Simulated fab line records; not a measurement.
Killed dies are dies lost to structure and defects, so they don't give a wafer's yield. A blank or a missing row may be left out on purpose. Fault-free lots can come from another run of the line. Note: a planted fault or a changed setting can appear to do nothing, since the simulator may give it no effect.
Chamber matching :: flow nandHarc :: NHARC_A_CHANNEL_FILL_D1_ETCHBACK_20 on rieDiel-10: 4 sister chambers
The step etches the open film in C4F8/O2/Ar, target depth 27 nm, time 13.5 s. 4 wafers are shown with their chamber, then 8 later ones without.

## WAFERS WITH THEIR CHAMBER
wafer: L080.4
chamber: 1
rfVppV (V): 971

wafer: L085.4
chamber: 0
rfVppV (V): 980

wafer: L085.5
chamber: 3
rfVppV (V): 983

wafer: L089.1
chamber: 2
rfVppV (V): 975

## WAFERS MISSING THEIR CHAMBER
wafer: L089.2
rfVppV (V): 982

wafer: L089.3
rfVppV (V): 980

wafer: L092.1
rfVppV (V): 976

wafer: L092.2
rfVppV (V): 969

wafer: L092.4
rfVppV (V): 980

wafer: L096.1
rfVppV (V): 977

wafer: L096.2
rfVppV (V): 981

wafer: L096.3
rfVppV (V): 970

## EACH ONE'S CHAMBER
wafer: L089.2
from the rows above: can't be placed: 3 or 0
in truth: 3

wafer: L089.3
from the rows above: 0
in truth: 0

wafer: L092.1
from the rows above: 2
in truth: 2

wafer: L092.2
from the rows above: 1
in truth: 1

wafer: L092.4
from the rows above: 0
in truth: 0

wafer: L096.1
from the rows above: can't be placed: 2 or 0
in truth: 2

wafer: L096.2
from the rows above: can't be placed: 0 or 3
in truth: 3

wafer: L096.3
from the rows above: 1
in truth: 1
Placed correctly: 5 of 8. From these rows, 3 cannot be placed; in 3 the true chamber is one of the candidates. Number placed wrongly: 0.
How it was worked out, from the rows above alone: a wafer's distance from a chamber is the root of the sum, over the readings, of the square of ((its reading less the chamber's mean) divided by the reading's scatter). If the next closest chamber is less than 2 further off than the closest, the wafer can't be placed; otherwise it belongs to the closest. The mean given for a chamber averages the wafers shown for that chamber. The scatter: with one shown wafer a chamber, the root of the mean of the squares of how far each hidden wafer lies from its nearest shown one.
